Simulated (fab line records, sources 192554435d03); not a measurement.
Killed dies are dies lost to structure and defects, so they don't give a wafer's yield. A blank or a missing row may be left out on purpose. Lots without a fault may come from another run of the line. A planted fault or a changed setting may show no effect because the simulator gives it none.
fab line records | flow n5_finfet
record lots=6 wafers=18 last_day=17
route steps=1938 shown BEOL_M0_SAQP@656 BEOL_M4@1111 PASSIVATION@1936
lots that met no fault: from a run of the same line without faults
start_h: hours from the record's first day to the start of the lot's first wafer shown | wait_h: hours since the lot's step before | " the same as in the row above | L1.1+2: a row that stands for several wafers | - no value, or no start given | * or withheld: withheld | < > ~ a bound
route shown NAME@n: a module of which the file shows steps, and the number in the route of the first | usual: mean/standard deviation of fault-free wafers | same: alike in all rows | chamber/n: place in a boat | sites: the reading at each site | _std_site: their standard deviation | _edge_site: outer sites' mean less inner sites' | radius_mm: how far each site lies from the wafer's centre | mask NAME#n: copy n | behind: the tool/chamber that last shaped the wafer | hold: why the lot was held/for how many hours/how that ended | device: the transistor (n, p or np) that didn't switch | end of line: the same wafers' tests at the end of the route | a step without rows: its recipe alone | killed: dies lost to structure and defects at the first sort, not the wafer's yield | map: a wafer's dies, x killed, . not, _ none there
set.NAME: the setting as run; set.NAME@STEP: as run at that earlier step | model.NAME: the simulator's own value behind a step, which no gauge read
lots at some steps of the route; a table a step, a row a wafer
services: from which hour (start_h, from the record's first day; less than 0 if before it) a tool's chamber was out of use, for how many hours, and why
## steps
# step N5_BEOL_M0_SAQP_HM_OPEN_112
# recipe chemistry=CHF3/O2 target=SiO2 stop_on=a-Si target_depth_a=120 over_etch_frac=1.25 mask_material=SOC time_s=13.5 pressure_mtorr=30 source_w=650 bias_w=170 Ar_flow_sccm=200 CHF3_flow_sccm=50 O2_flow_sccm=5 ion_energy_ev=200 ends=end_point
# step N5_BEOL_M0_SAQP_STRIP_113
# recipe chemistry=CHF3/O2 resist=SiARC rf_frequency_hz=6e+07
# step N5_BEOL_M0_SAQP_MANDREL_ETCH_20
# recipe target_depth_a=600 chemistry=HBr/Cl2 target=a-Si stop_on=SiNx bt_time_s=10 mask_material=SOC over_etch_frac=0.5 time_s=30 pressure_mtorr=10 icp_w=800 bias_w=75 HBr_flow_sccm=150 Cl2_flow_sccm=80 ends=end_point
# usual HBr_flow_sccm=150.0/0.47 bias_w=75.01/0.22 drypump_motor_current_A=5.7/0.46 oes_product_au=0.782/0.011 throttle_valve_pct=35.28/0.26
# columns lot.wafer tool chamber start_h wait_h HBr_flow_sccm bias_w drypump_motor_current_A oes_product_au rf_hours_counter_h throttle_valve_pct
L336.4 rie_si-03 2 127.59 0.0 150.0 74.70 5.0 0.780 91 35.29
L336.5 " 0 " " 150.1 75.25 5.7 0.790 - 35.53
L336.6 " 3 " " 150.0 75.04 6.3 0.789 - 35.28
L337.1 rie_si-02 2 130.68 0.0 150.2 75.39 5.7 0.781 105 35.47
L337.4 " 2 " " 149.8 75.15 5.7 0.784 - 35.46
L337.5 " 0 " " 150.1 74.91 5.4 0.796 - 34.73
L345.1 rie_si-02 0 182.99 0.0 150.2 74.83 5.3 0.776 35 34.77
L345.2 " 1 " " 150.5 74.87 5.3 0.765 0 35.55
L345.4 " 1 " " 150.9 75.07 5.3 0.762 - 35.54
L347.2 rie_si-02 3 191.91 0.0 149.1 75.04 6.1 0.770 34 35.12
L347.3 " 0 " " 149.1 75.33 5.4 0.790 35 34.74
L347.6 " 1 " " 150.6 75.26 5.3 0.760 - 35.54
L354.2 rie_si-03 0 231.88 0.0 150.5 75.09 5.8 0.782 101 35.56
L354.4 " 3 " " 150.7 75.24 6.2 0.794 - 35.26
L354.5 " 0 " " 149.5 75.00 5.7 0.785 - 35.54
L356.2 rie_si-03 0 243.41 0.0 150.1 75.09 5.8 0.777 101 35.56
L356.3 " 1 " " 151.0 75.08 5.4 0.757 0 35.28
L356.5 " 0 " " 149.8 74.90 5.7 0.782 - 35.56
# step N5_BEOL_M0_SAQP_STRIP_86
# recipe chemistry=N2/H2 power_w=500 temp_c=40 pressure_mtorr=50 rf_frequency_hz=6e+07 overash_fraction=0.3 bias_power_w=28 h2_frac=0.5 n2_flow_sccm=300 h2_flow_sccm=300
# usual drypump_motor_current_A=5.8/0.4 oes_product_au=0.81/0.076 rf_vpp_V=122.1/1.5 showerhead_plenum_p_Torr=3.38/0.12 throttle_valve_pct=18.83/0.28
# columns lot.wafer tool chamber start_h wait_h drypump_motor_current_A oes_product_au rf_hours_counter_h rf_vpp_V showerhead_plenum_p_Torr throttle_valve_pct
L336.4 rie_diel-04 1 127.71 0.1 5.9 0.90 - 122.1 3.56 18.83
L336.5 " 3 " " 5.7 0.70 - 121.8 3.16 18.80
L336.6 " 0 " " 5.1 0.79 - 121.2 3.34 18.53
L337.1 rie_diel-01 3 130.78 0.1 6.0 0.79 134 119.8 3.36 18.38
L337.4 " 2 " " 5.2 0.83 - 120.7 3.26 19.00
L337.5 " 3 " " 6.0 0.80 - 124.3 3.36 18.38
L345.1 rie_diel-04 0 183.09 0.1 5.1 0.77 160 119.7 3.33 18.55
L345.2 " 1 " " 5.9 0.86 51 123.9 3.55 18.89
L345.4 " 1 " " 5.9 0.87 - 123.4 3.55 18.86
L347.2 rie_diel-04 0 192.01 0.1 5.1 0.76 162 120.8 3.32 18.58
L347.3 " 2 " " 5.6 0.92 16 121.6 3.56 18.18
L347.6 " 1 " " 5.9 0.86 - 119.9 3.55 18.88
L354.2 rie_diel-05 2 231.98 0.1 5.3 0.79 124 124.6 3.40 19.15
L354.4 " 3 " " 6.2 0.71 239 123.4 3.44 19.16
L354.5 " 3 " " 6.2 0.72 - 122.9 3.44 19.17
L356.2 rie_diel-01 1 243.51 0.1 6.4 0.82 85 120.4 3.27 18.96
L356.3 " 3 " " 6.0 0.77 173 121.2 3.34 18.46
L356.5 " 3 " " 6.0 0.76 - 123.8 3.34 18.48
# step N5_BEOL_M0_SAQP_STRIP_115
# recipe chemistry=post_etch_residue_remover time_s=60 temp_c=25 remover_ph=withheld remover_water_wt_pct=withheld remover_fluoride_wt_pct=withheld
# step N5_BEOL_M0_SAQP_SRD_93
# recipe dry=ipa_marangoni time_s=30 temp_c=23 rinse_liquid=diw
# step N5_BEOL_M0_SAQP_RECESS_114
# recipe chemistry=HF/NH3 target=SiO2 target_depth_a=144 afs_cycles=3 temp_c=30 sublimation_temp_c=180 sublimation_time_s=60
# step N5_BEOL_M0_SAQP_SPACER1_ALD_98
# recipe material=SiO2 target_thk_a=128 temp_c=300 ald_precursor_family=BDEAS ald_co_reactant=O2-plasma pulse_time_s=1 purge_time_s=2 co_reactant_purge_time_s=2 ald_cycles=138 pressure_torr=2
# usual heater_power_w=470/58 precursor_pulse_height_rel=1.001/0.02
# columns lot.wafer tool chamber start_h wait_h heater_power_w precursor_pulse_height_rel
L336.4 ald_sin-03 3 128.21 0.1 462 0.996
L336.5 " 2 " " 373 0.995
L336.6 " 3 " " 454 0.995
L337.1 ald_sin-01 3 131.29 0.3 473 1.003
L337.4 " 3 " " 496 0.980
L337.5 " 0 " " 441 1.027
L345.1 ald_sin-03 2 184.21 0.9 389 0.992
L345.2 " 0 " " 590 1.015
L345.4 " 1 " " 340 0.960
L347.2 ald_sin-01 2 192.52 0.3 435 1.004
L347.3 " 0 " " 440 1.007
L347.6 " 0 " " 445 1.007
L354.2 ald_sin-03 1 232.49 0.3 333 1.011
L354.4 " 2 " " 385 0.990
L354.5 " 3 " " 470 0.972
L356.2 ald_sin-02 2 246.15 2.4 508 0.999
L356.3 " 3 " " 482 0.984
L356.5 " 1 " " 469 0.993
# step N5_BEOL_M0_SAQP_SPACER1_ETCHBACK_99
# recipe chemistry=CHF3/O2 mode=anisotropic_etchback target=SiO2 target_depth_a=154 time_s=7.7 pressure_mtorr=30 source_w=650 bias_w=170 Ar_flow_sccm=200 CHF3_flow_sccm=50 O2_flow_sccm=5 ion_energy_ev=200
# step N5_BEOL_M0_SAQP_MANDREL1_REMOVE_100
# recipe chemistry=HBr/Cl2/O2 bt_time_s=10 target=a-Si stop_on=SiNx endpoint=OES-SiCl over_etch_frac=0.85 icp_w=600 bias_w=30 HBr_flow_sccm=150 Cl2_flow_sccm=80 O2_flow_sccm=5 pressure_mtorr=10
# usual drypump_motor_current_A=5.8/0.47 oes_o_777_au=1.01/0.039 oes_product_au=1.006/0.013 throttle_valve_pct=36.53/0.28
# columns lot.wafer tool chamber start_h wait_h drypump_motor_current_A oes_o_777_au oes_product_au rf_hours_counter_h throttle_valve_pct
L336.4 rie_si-01 0 128.80 0.1 5.3 0.98 0.994 135 36.43
L336.5 " 0 " " 5.3 0.97 1.009 - 36.44
L336.6 " 1 " " 6.5 0.99 0.999 - 36.49
L337.1 rie_si-02 2 131.97 0.1 5.7 0.96 1.004 105 36.71
L337.4 " 2 " " 5.7 0.96 1.007 - 36.71
L337.5 " 0 " " 5.4 1.02 1.009 - 35.98
L345.1 rie_si-02 0 184.77 0.1 5.4 1.02 1.010 35 35.99
L345.2 " 1 " " 5.4 0.99 0.974 0 36.81
L345.4 " 3 " " 6.1 1.08 1.005 34 36.37
L347.2 rie_si-02 0 193.13 0.1 5.4 1.02 1.008 35 35.99
L347.3 " 1 " " 5.3 1.00 0.984 1 36.83
L347.6 " 0 " " 5.4 1.02 1.006 - 35.98
L354.2 rie_si-03 0 233.20 0.1 5.7 0.98 1.014 101 36.81
L354.4 " 3 " " 6.2 0.98 1.028 - 36.51
L354.5 " 0 " " 5.7 0.98 1.011 - 36.80
L356.2 rie_si-01 3 246.92 0.1 6.7 0.99 1.024 33 36.87
L356.3 " 1 " " 6.5 0.98 1.009 89 36.49
L356.5 " 0 " " 5.3 0.98 0.997 - 36.42
# step N5_BEOL_M0_SAQP_CD_MEAS_25
# recipe target_cd_nm=13.1 landing_energy_ev=1000 detector=se_inlens
# usual cd_nm=12.82/0.23
# columns lot.wafer tool chamber start_h wait_h cd_nm
L336.4 cd_sem-03 0 128.92 0.1 12.65
L336.5 " 0 " " 13.00
L336.6 " 0 " " 12.51
L337.1 cd_sem-03 0 132.08 0.1 12.88
L337.4 " 0 " " 12.77
L337.5 " 0 " " 12.79
L345.1 cd_sem-02 0 184.88 0.1 12.59
L345.2 " 0 " " 12.55
L345.4 " 0 " " 12.67
L347.2 cd_sem-02 0 193.24 0.1 13.08
L347.3 " 0 " " 12.99
L347.6 " 0 " " 12.80
L354.2 cd_sem-01 0 233.31 0.1 13.35
L354.4 " 0 " " 12.81
L354.5 " 0 " " 12.96
L356.2 cd_sem-02 0 247.03 0.1 12.89
L356.3 " 0 " " 12.57
L356.5 " 0 " " 12.58
# step N5_BEOL_M0_SAQP_ETCH_101
# recipe chemistry=CH3F/O2 target=SiNx mask_material=SiO2 target_depth_a=299 time_s=42.7 pressure_mtorr=30 source_w=395 bias_w=73 Ar_flow_sccm=150 CH3F_flow_sccm=30 O2_flow_sccm=20 ion_energy_ev=120
# usual CH3F_flow_sccm=29.99/0.092 O2_flow_sccm=20.00/0.063 drypump_motor_current_A=5.8/0.42 oes_o_777_au=0.79/0.064 oes_product_au=0.79/0.074 rf_vpp_V=297/7.2 showerhead_plenum_p_Torr=2.00/0.06 throttle_valve_pct=16.37/0.15
# columns lot.wafer tool chamber start_h wait_h CH3F_flow_sccm O2_flow_sccm drypump_motor_current_A oes_o_777_au oes_product_au rf_hours_counter_h rf_vpp_V showerhead_plenum_p_Torr throttle_valve_pct
L336.4 rie_diel-05 3 129.04 0.1 29.90 19.98 6.2 0.74 0.72 - 289 2.05 16.32
L336.5 " 2 " " 29.93 20.06 5.3 0.80 0.81 - 308 2.01 16.46
L336.6 " 3 " " 30.02 20.02 6.2 0.74 0.72 - 287 2.05 16.32
L337.1 rie_diel-04 1 132.12 0.0 29.92 20.06 5.8 0.91 0.89 33 299 2.12 16.28
L337.4 " 1 " " 30.12 20.01 5.8 0.90 0.89 - 299 2.12 16.26
L337.5 " 3 " " 29.99 19.96 5.7 0.69 0.69 - 296 1.89 16.48
L345.1 rie_diel-05 1 184.92 0.0 30.00 20.07 6.1 0.80 0.80 110 295 1.95 16.48
L345.2 " 2 " " 30.00 19.96 5.3 0.78 0.80 110 307 2.01 16.50
L345.4 " 0 " " 30.01 19.98 6.0 0.89 0.93 10 301 2.04 16.20
L347.2 rie_diel-04 2 193.33 0.1 29.93 19.90 5.6 0.87 0.92 16 305 2.13 16.01
L347.3 " 1 " " 30.08 20.10 5.8 0.87 0.85 54 298 2.11 16.31
L347.6 " 2 " " 30.16 20.07 5.6 0.87 0.92 - 305 2.13 16.02
L354.2 rie_diel-05 1 233.35 0.0 29.90 20.03 6.1 0.79 0.78 125 295 1.94 16.51
L354.4 " 0 " " 30.04 19.93 5.9 0.87 0.89 26 302 2.04 16.24
L354.5 " 2 " " 30.07 19.89 5.3 0.76 0.78 - 307 2.00 16.51
L356.2 rie_diel-01 1 247.14 0.1 30.01 20.06 6.3 0.78 0.81 87 289 1.95 16.12
L356.3 " 3 " " 30.05 19.99 6.0 0.73 0.75 175 293 2.01 16.39
L356.5 " 2 " " 29.91 20.00 5.2 0.79 0.78 - 290 1.94 16.51
# step N5_BEOL_M0_SAQP_ETCH_102
# recipe chemistry=CF4 target=SiO2 target_depth_a=40 ion_energy_ev=350 time_s=4.4 pressure_mtorr=10 icp_w=800 bias_w=400 cf4_flow_sccm=80
# usual bias_w=400.0/1.2 cf4_flow_sccm=80.02/0.27 drypump_motor_current_A=5.8/0.52 oes_product_au=1.002/0.013 throttle_valve_pct=21.71/0.24
# columns lot.wafer tool chamber start_h wait_h bias_w cf4_flow_sccm drypump_motor_current_A oes_product_au rf_hours_counter_h throttle_valve_pct
L336.4 rie_si-03 0 129.14 0.1 - - - - - -
L336.5 " 2 " " - - - - - -
L336.6 " 1 " " - - - - - -
L337.1 rie_si-03 2 132.22 0.1 - - - - - -
L337.4 " 1 " " - - - - - -
L337.5 " 0 " " - - - - - -
L345.1 rie_si-03 3 185.03 0.1 399.8 79.83 6.2 1.009 2 21.45
L345.2 " 1 " " 401.2 80.13 5.4 0.993 188 21.42
L345.4 " 2 " " 399.2 79.70 5.0 1.020 92 21.71
L347.2 rie_si-03 3 193.44 0.1 400.6 80.02 6.2 1.006 2 21.46
L347.3 " 2 " " 400.0 80.35 5.1 1.015 92 21.72
L347.6 " 2 " " 402.4 80.25 5.0 1.017 - 21.70
L354.2 rie_si-01 1 233.46 0.1 399.2 80.31 6.4 0.986 89 21.58
L354.4 " 2 " " 400.8 80.06 6.1 0.990 13 22.05
L354.5 " 0 " " 399.4 79.57 5.4 0.997 - 21.68
L356.2 rie_si-01 1 247.25 0.1 401.4 79.87 6.4 0.991 89 21.60
L356.3 " 2 " " 399.0 80.45 6.1 0.994 13 22.03
L356.5 " 1 " " 399.8 80.08 6.4 0.992 - 21.59
# step N5_BEOL_M0_SAQP_MANDREL_ETCH_103
# recipe chemistry=HBr/Cl2 target=a-Si target_depth_a=450 bt_time_s=10 stop_on=SiCN mask_material=SiO2 over_etch_frac=0.8 time_s=27 pressure_mtorr=10 icp_w=800 bias_w=75 HBr_flow_sccm=150 Cl2_flow_sccm=80 ends=end_point
# step N5_BEOL_M4_RC_MEAS_101
# usual DIBL_N=36.5/1.7 DIBL_P=36.3/2.1 IOFF_N=0.16/0.036 IOFF_P=0.21/0.037 ION_N=676/12 ION_P=462/7.6 SS_N=71.5/0.68 SS_P=73.3/0.63 VT_N=249/3.5 VT_P=-250/3.5
# columns lot.wafer tool chamber start_h wait_h DIBL_N[mV/V] DIBL_P[mV/V] IOFF_N[nA/um] IOFF_P[nA/um] ION_N[uA/um] ION_P[uA/um] SS_N[mV/dec] SS_P[mV/dec] VT_N[mV] VT_P[mV]
L345.1 prober-01 0 251.03 0.0 35.1 36.1 0.13 0.18 668 453 71.6 72.9 251 -251
L345.2 " 0 " " 39.8 40.8 0.22 0.24 691 465 72.5 74.3 246 -251
L345.4 " 0 " " 36.1 37.5 0.16 0.19 678 464 71.4 73.5 250 -252
L347.2 prober-02 0 251.75 0.2 40.0 41.2 0.30 0.30 700 468 72.7 74.5 239 -247
L347.3 " 0 " " 35.3 35.6 0.16 0.19 685 459 72.0 72.3 248 -253
L347.6 " 0 " " 35.2 36.5 0.16 0.20 683 465 72.4 72.7 248 -253
L354.2 prober-01 0 293.56 0.2 38.9 37.2 0.18 0.22 684 462 72.2 73.6 248 -248
L354.4 " 0 " " 38.2 37.5 0.17 0.22 685 462 71.6 73.3 247 -250
L354.5 " 0 " " 38.9 38.1 0.18 0.22 685 469 72.0 73.5 248 -248
L356.2 prober-01 0 310.32 0.2 37.2 37.2 0.18 0.24 679 471 70.9 73.2 244 -248
L356.3 " 0 " " 36.5 35.3 0.14 0.20 668 464 71.7 72.6 249 -250
L356.5 " 0 " " 38.0 37.7 0.18 0.24 697 475 71.6 73.5 249 -248
# step N5_PASSIVATION_PROBE_49
# usual defect_limited_yield=91.4/1.5 killed_at_M0_to_M3=34/12 killed_at_M4_up=12/4.9 killed_at_contacts=13/7.2 killed_at_front_end=39/12 killed_at_other=3.7/2.9 killed_dies=101/18 killed_on_rim=13/4 killed_open=67/14 killed_short=33/7.2 sort_bin_4_leakage=0.00/0.022 sort_bin_5_function=5.1/0.97 sort_bin_6_memory=3.2/0.67 sort_n_pass=1079/17 sort_yield_pct=91.4/1.5
# same gross_dies=1180 killed_at_back_side=0 sort_bin_8_speed[%]=0
# columns lot.wafer tool chamber start_h wait_h defect_limited_yield[%] killed_at_M0_to_M3 killed_at_M4_up killed_at_contacts killed_at_front_end killed_at_other killed_dies killed_on_rim killed_open killed_short sort_bin_4_leakage[%] sort_bin_5_function[%] sort_bin_6_memory[%] sort_n_pass sort_yield_pct[%]
L336.4 prober-02 - 298.95 0.2 0 1115 15 17 33 0 1180 152 84 33 0 96.0 3.7 0 0
L336.5 prober-02 - 299.00 0.2 0 1116 15 11 36 2 1180 152 64 41 0 96.8 2.9 0 0
L336.6 prober-02 - 299.05 0.3 0 1123 12 20 25 0 1180 152 56 30 0 96.3 3.6 0 0
L337.1 prober-01 - 299.28 0.0 0 1104 16 7 48 5 1180 152 53 42 0 96.4 3.1 0 0
L337.4 prober-01 - 299.43 0.2 0 1095 14 7 57 7 1180 152 65 40 0 95.8 3.8 0 0
L337.5 prober-01 - 299.48 0.2 0 1108 9 24 35 4 1180 152 63 23 0 97.0 2.7 0 0
L345.1 prober-01 - 356.86 0.0 91.3 19 7 14 51 12 103 12 60 42 0 4.7 3.3 1077 91.3
L345.2 prober-01 - 356.91 0.1 91.7 45 13 12 26 2 98 12 67 30 0 5.5 2.5 1082 91.7
L345.4 prober-01 - 357.01 0.2 92.7 30 7 11 35 3 86 6 58 27 0 4.3 2.8 1094 92.7
L354.2 prober-01 - 398.19 0.2 90.3 32 16 14 52 0 114 17 79 32 0 5.3 3.8 1066 90.3
L354.4 prober-01 - 398.29 0.3 91.9 32 10 12 42 0 96 15 68 27 0 4.9 3.0 1084 91.9
L354.5 prober-01 - 398.34 0.3 89.2 35 13 19 58 2 127 11 86 39 0 6.2 4.3 1053 89.2
# killed by level:class
L336.4 BEOL_M0_SAQP:area_etch=1062 BEOL_M0_SAQP:geometric_particle:open=16 BEOL_M0_SAQP:geometric_particle:short=14 MOL_CONTACT_COAG:geometric_particle:open=13 BEOL_M3:geometric_particle:open=9 STI_FIN_REVEAL:geometric_particle:open=7 BEOL_M2:geometric_particle:open=7 BEOL_M4:geometric_particle:open=7
L336.5 BEOL_M0_SAQP:area_etch=1075 BEOL_M0_SAQP:geometric_particle:open=10 BEOL_M0_SAQP:geometric_particle:short=9 BEOL_M2:geometric_particle:open=9 MOL_CONTACT_COAG:geometric_particle:short=7 STI_FIN_REVEAL:geometric_particle:open=6 DUMMY_GATE:geometric_particle:open=6 STARTING-WAFER:geometric_particle:short=6
L336.6 BEOL_M0_SAQP:area_etch=1093 MOL_CONTACT_COAG:geometric_particle:open=13 BEOL_M4:geometric_particle:open=7 MOL_CONTACT_COAG:geometric_particle:short=6 BEOL_M0_SAQP:geometric_particle:open=6 BEOL_M0_SAQP:geometric_particle:short=6 DUMMY_GATE:geometric_particle:open=5 GATE_CUT:geometric_particle:short=4
L337.1 BEOL_M0_SAQP:area_etch=1081 FIN_SAQP:geometric_particle:short=19 FIN_SAQP:geometric_particle:open=10 BEOL_M1:geometric_particle:short=8 MOL_CONTACT_COAG:geometric_particle:open=7 BEOL_M4:geometric_particle:open=5 ILD0:geometric_particle:open=5 DUMMY_GATE:geometric_particle:open=4
L337.4 BEOL_M0_SAQP:area_etch=1075 FIN_SAQP:geometric_particle:open=19 STI_FIN_REVEAL:geometric_particle:open=9 ILD0:geometric_particle:short=9 FIN_SAQP:geometric_particle:short=8 BEOL_M4:geometric_particle:open=8 BEOL_M0_SAQP:geometric_particle:short=5 STI_FIN_REVEAL:geometric_particle:short=4
L337.5 BEOL_M0_SAQP:area_etch=1094 MOL_CONTACT_COAG:geometric_particle:open=20 FIN_SAQP:geometric_particle:open=12 STI_FIN_REVEAL:geometric_particle:open=8 FIN_SAQP:geometric_particle:short=4 GATE_CUT:geometric_particle:short=4 MOL_CONTACT_COAG:geometric_particle:short=4 BEOL_M4:geometric_particle:open=4
L345.1 FIN_SAQP:geometric_particle:open=18 GATE_CUT:geometric_particle:short=10 MOL_CONTACT_COAG:geometric_particle:open=10 FIN_SAQP:geometric_particle:short=7 GATE_CUT:geometric_particle:open=6 BEOL_M0_SAQP:geometric_particle:short=5 MIM_TOP:geometric_particle:open=5 MOL_CONTACT_COAG:geometric_particle:short=4
L345.2 BEOL_M0_SAQP:geometric_particle:short=16 MOL_CONTACT_COAG:geometric_particle:open=12 BEOL_M0_SAQP:geometric_particle:open=10 BEOL_M3:geometric_particle:open=5 GATE_CUT:geometric_particle:open=5 BEOL_M5:geometric_particle:open=5 STI_FIN_REVEAL:geometric_particle:open=4 BEOL_M2:geometric_particle:open=4
L345.4 FIN_SAQP:geometric_particle:open=16 FIN_SAQP:geometric_particle:short=7 MOL_CONTACT_COAG:geometric_particle:open=7 BEOL_M0_SAQP:geometric_particle:short=7 BEOL_M1:geometric_particle:open=6 BEOL_M0_SAQP:geometric_particle:open=6 BEOL_M3:geometric_particle:open=6 MOL_CONTACT_COAG:geometric_particle:short=4
L354.2 FIN_SAQP:geometric_particle:open=16 FIN_SAQP:geometric_particle:short=14 MOL_CONTACT_COAG:geometric_particle:open=13 BEOL_M1:geometric_particle:open=9 BEOL_M4:geometric_particle:open=7 DUMMY_GATE:geometric_particle:open=6 BEOL_M0_SAQP:geometric_particle:open=6 STI_FIN_REVEAL:geometric_particle:open=5
L354.4 FIN_SAQP:geometric_particle:open=17 FIN_SAQP:geometric_particle:short=11 BEOL_M1:geometric_particle:open=10 MOL_CONTACT_COAG:geometric_particle:open=9 BEOL_M0_SAQP:geometric_particle:open=6 ILD0:geometric_particle:open=4 BEOL_M0_SAQP:geometric_particle:short=4 BEOL_M2:geometric_particle:open=4
L354.5 FIN_SAQP:geometric_particle:open=14 MOL_CONTACT_COAG:geometric_particle:open=14 FIN_SAQP:geometric_particle:short=12 BEOL_M0_SAQP:geometric_particle:open=9 BEOL_M2:geometric_particle:open=7 BEOL_M1:geometric_particle:open=6 STI_FIN_REVEAL:geometric_particle:open=5 MOL_CONTACT_COAG:geometric_particle:short=5
# map L336.4 (x killed, . not)
_________________xxxxxxxxxxxx________________
______________xxxxxxxxxxxxxxxxxx_____________
___________xxxxxxxxxxxxxxxxxxxxxxxx__________
__________xxxxxxxxxxxxxxxxxxxxxxxxxx_________
________xxxxxxxxxxxxxxxxxxxxxxxxxxxxxx_______
_______xxxxxxxxxxxxxxxxxxxxxxxxxxxxxxxx______
______xxxxxxxxxxxxxxxxxxxxxxxxxxxxxxxxxx_____
_____xxxxxxxxxxxxxxxxxxxxxxxxxxxxxxxxxxxx____
____xxxxxxxxxxxxxxxxxxxxxxxxxxxxxxxxxxxxxx___
___xxxxxxxxxxxxxxxxxxxxxxxxxxxxxxxxxxxxxxxx__
___xxxxxxxxxxxxxxxxxxxxxxxxxxxxxxxxxxxxxxxx__
__xxxxxxxxxxxxxxxxxxxxxxxxxxxxxxxxxxxxxxxxxx_
__xxxxxxxxxxxxxxxxxxxxxxxxxxxxxxxxxxxxxxxxxx_
_xxxxxxxxxxxxxxxxxxxxxxxxxxxxxxxxxxxxxxxxxxxx
_xxxxxxxxxxxxxxxxxxxxxxxxxxxxxxxxxxxxxxxxxxxx
_xxxxxxxxxxxxxxxxxxxxxxxxxxxxxxxxxxxxxxxxxxxx
_xxxxxxxxxxxxxxxxxxxxxxxxxxxxxxxxxxxxxxxxxxxx
_xxxxxxxxxxxxxxxxxxxxxxxxxxxxxxxxxxxxxxxxxxxx
_xxxxxxxxxxxxxxxxxxxxxxxxxxxxxxxxxxxxxxxxxxxx
_xxxxxxxxxxxxxxxxxxxxxxxxxxxxxxxxxxxxxxxxxxxx
_xxxxxxxxxxxxxxxxxxxxxxxxxxxxxxxxxxxxxxxxxxxx
__xxxxxxxxxxxxxxxxxxxxxxxxxxxxxxxxxxxxxxxxxx_
__xxxxxxxxxxxxxxxxxxxxxxxxxxxxxxxxxxxxxxxxxx_
___xxxxxxxxxxxxxxxxxxxxxxxxxxxxxxxxxxxxxxxx__
___xxxxxxxxxxxxxxxxxxxxxxxxxxxxxxxxxxxxxxxx__
____xxxxxxxxxxxxxxxxxxxxxxxxxxxxxxxxxxxxxx___
_____xxxxxxxxxxxxxxxxxxxxxxxxxxxxxxxxxxxx____
______xxxxxxxxxxxxxxxxxxxxxxxxxxxxxxxxxx_____
_______xxxxxxxxxxxxxxxxxxxxxxxxxxxxxxxx______
________xxxxxxxxxxxxxxxxxxxxxxxxxxxxxx_______
__________xxxxxxxxxxxxxxxxxxxxxxxxxx_________
___________xxxxxxxxxxxxxxxxxxxxxxxx__________
______________xxxxxxxxxxxxxxxxxx_____________
_________________xxxxxxxxxxxx________________
# map L337.1 (x killed, . not)
_________________xxxxxxxxxxxx________________
______________xxxxxxxxxxxxxxxxxx_____________
___________xxxxxxxxxxxxxxxxxxxxxxxx__________
__________xxxxxxxxxxxxxxxxxxxxxxxxxx_________
________xxxxxxxxxxxxxxxxxxxxxxxxxxxxxx_______
_______xxxxxxxxxxxxxxxxxxxxxxxxxxxxxxxx______
______xxxxxxxxxxxxxxxxxxxxxxxxxxxxxxxxxx_____
_____xxxxxxxxxxxxxxxxxxxxxxxxxxxxxxxxxxxx____
____xxxxxxxxxxxxxxxxxxxxxxxxxxxxxxxxxxxxxx___
___xxxxxxxxxxxxxxxxxxxxxxxxxxxxxxxxxxxxxxxx__
___xxxxxxxxxxxxxxxxxxxxxxxxxxxxxxxxxxxxxxxx__
__xxxxxxxxxxxxxxxxxxxxxxxxxxxxxxxxxxxxxxxxxx_
__xxxxxxxxxxxxxxxxxxxxxxxxxxxxxxxxxxxxxxxxxx_
_xxxxxxxxxxxxxxxxxxxxxxxxxxxxxxxxxxxxxxxxxxxx
_xxxxxxxxxxxxxxxxxxxxxxxxxxxxxxxxxxxxxxxxxxxx
_xxxxxxxxxxxxxxxxxxxxxxxxxxxxxxxxxxxxxxxxxxxx
_xxxxxxxxxxxxxxxxxxxxxxxxxxxxxxxxxxxxxxxxxxxx
_xxxxxxxxxxxxxxxxxxxxxxxxxxxxxxxxxxxxxxxxxxxx
_xxxxxxxxxxxxxxxxxxxxxxxxxxxxxxxxxxxxxxxxxxxx
_xxxxxxxxxxxxxxxxxxxxxxxxxxxxxxxxxxxxxxxxxxxx
_xxxxxxxxxxxxxxxxxxxxxxxxxxxxxxxxxxxxxxxxxxxx
__xxxxxxxxxxxxxxxxxxxxxxxxxxxxxxxxxxxxxxxxxx_
__xxxxxxxxxxxxxxxxxxxxxxxxxxxxxxxxxxxxxxxxxx_
___xxxxxxxxxxxxxxxxxxxxxxxxxxxxxxxxxxxxxxxx__
___xxxxxxxxxxxxxxxxxxxxxxxxxxxxxxxxxxxxxxxx__
____xxxxxxxxxxxxxxxxxxxxxxxxxxxxxxxxxxxxxx___
_____xxxxxxxxxxxxxxxxxxxxxxxxxxxxxxxxxxxx____
______xxxxxxxxxxxxxxxxxxxxxxxxxxxxxxxxxx_____
_______xxxxxxxxxxxxxxxxxxxxxxxxxxxxxxxx______
________xxxxxxxxxxxxxxxxxxxxxxxxxxxxxx_______
__________xxxxxxxxxxxxxxxxxxxxxxxxxx_________
___________xxxxxxxxxxxxxxxxxxxxxxxx__________
______________xxxxxxxxxxxxxxxxxx_____________
_________________xxxxxxxxxxxx________________
## services
# columns tool chamber start_h hours kind
ald_sin-03 - 111.26 6.0 pm
rie_diel-01 3 111.79 13.2 repair
ald_sin-02 3 123.38 3.3 repair
rie_diel-01 0 123.46 131.8 repair
rie_diel-05 1 126.84 5.4 repair
rie_si-02 1 129.08 9.9 repair
ald_sin-02 - 140.54 0.7 repair
rie_si-01 3 150.60 4.7 repair
rie_si-03 1 152.82 1.6 repair
rie_diel-01 3 154.67 14.1 repair
rie_si-02 2 180.45 3.1 repair
rie_si-03 1 191.32 4.3 repair
rie_si-03 0 198.88 9.0 repair
rie_diel-04 0 202.29 6.5 repair
rie_diel-05 2 205.97 1.6 repair
rie_si-03 1 207.89 - clean
rie_si-03 1 207.89 31.3 scheduled_down
rie_si-03 1 207.89 31.3 vent_cycle
ald_sin-02 - 212.74 1.2 repair
rie_diel-05 - 216.89 0.8 repair
rie_si-02 - 222.04 28.1 pm
rie_diel-04 2 233.69 4.1 repair
ald_sin-01 - 240.48 14.6 pm
ald_sin-03 1 242.68 37.2 repair
## key
first_sign step=N5_BEOL_M0_SAQP_ETCH_102 reading=tool_record direction=missing
effect step=N5_PASSIVATION_PROBE_49 reading=sort_bin_5_function direction=up sigmas=94 usual=5.1 struck=96.4
more_kills_born_at N5_BEOL_M0_SAQP_ETCH_102@rie_si-03=6480
met_at N5_BEOL_M0_SAQP_ETCH_102
struck_wafers L336.4,L336.5,L336.6,L337.1,L337.4,L337.5
later_rows_left_out L336.4,L336.5,L336.6,L337.1,L337.4,L337.5
fault kind=skipped_step_whole tool=rie_si-03 chamber=- onset_h=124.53 steps=N5_BEOL_M0_SAQP_ETCH_102 scope=struck_lots_only
# later_rows_left_out: the simulator's readings of these wafers behind a module that went badly wrong aren't trusted and aren't shown, but for the sort
